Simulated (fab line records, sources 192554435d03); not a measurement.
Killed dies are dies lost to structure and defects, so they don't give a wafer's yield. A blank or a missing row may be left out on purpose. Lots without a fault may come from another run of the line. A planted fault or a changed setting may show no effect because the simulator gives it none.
Chamber matching | flow n5_finfet | N5_BEOL_M8_PECVD_70 on pecvd-03: 3 sister chambers
The step deposits SiO2 from TEOS/O2, target thk 20 nm, time 22.7 s. 6 wafers are shown with their chamber, then 7 later ones without.

WAFERS WITH THEIR CHAMBER
wafer  | chamber | throttle_valve_pct (%) | showerhead_plenum_p_Torr (Torr)
L075.6 | 1       | 22.4                   | 8.81
L078.5 | 2       | 20.4                   | 8.79
L082.4 | 0       | 24.7                   | 8.87
L082.5 | 2       | 20.1                   | 8.81
L088.1 | 1       | 22.6                   | 8.80
L088.2 | 0       | 25.0                   | 8.85

WAFERS WITHOUT THEIR CHAMBER
wafer  | throttle_valve_pct (%) | showerhead_plenum_p_Torr (Torr)
L088.3 | 20.2                   | 8.80
L094.1 | 24.7                   | 8.85
L094.5 | 24.6                   | 8.85
L094.6 | 22.4                   | 8.81
L097.2 | 20.4                   | 8.80
L097.4 | 20.3                   | 8.81
L097.6 | 22.3                   | 8.80

WHICH CHAMBER EACH WENT THROUGH
wafer  | from the rows above | in truth
L088.3 | 2                   | 2
L094.1 | 0                   | 0
L094.5 | 0                   | 0
L094.6 | 1                   | 1
L097.2 | 2                   | 2
L097.4 | 2                   | 2
L097.6 | 1                   | 1
Placed correctly: 7 of 7. Can't be placed from these rows: 0. Placed wrongly: 0.
How it was worked out, from the rows above alone: a wafer's distance from a chamber is the root of the sum, over the readings, of the square of ((its reading less the chamber's mean) divided by the reading's scatter). The wafer belongs to the nearest chamber; if the next one is less than 2 further off, it can't be placed. A chamber's mean is the mean of its shown wafers. The scatter: the root of (the sum of the squares of (reading less its chamber's mean) over the shown wafers, divided by (wafers less chambers)).
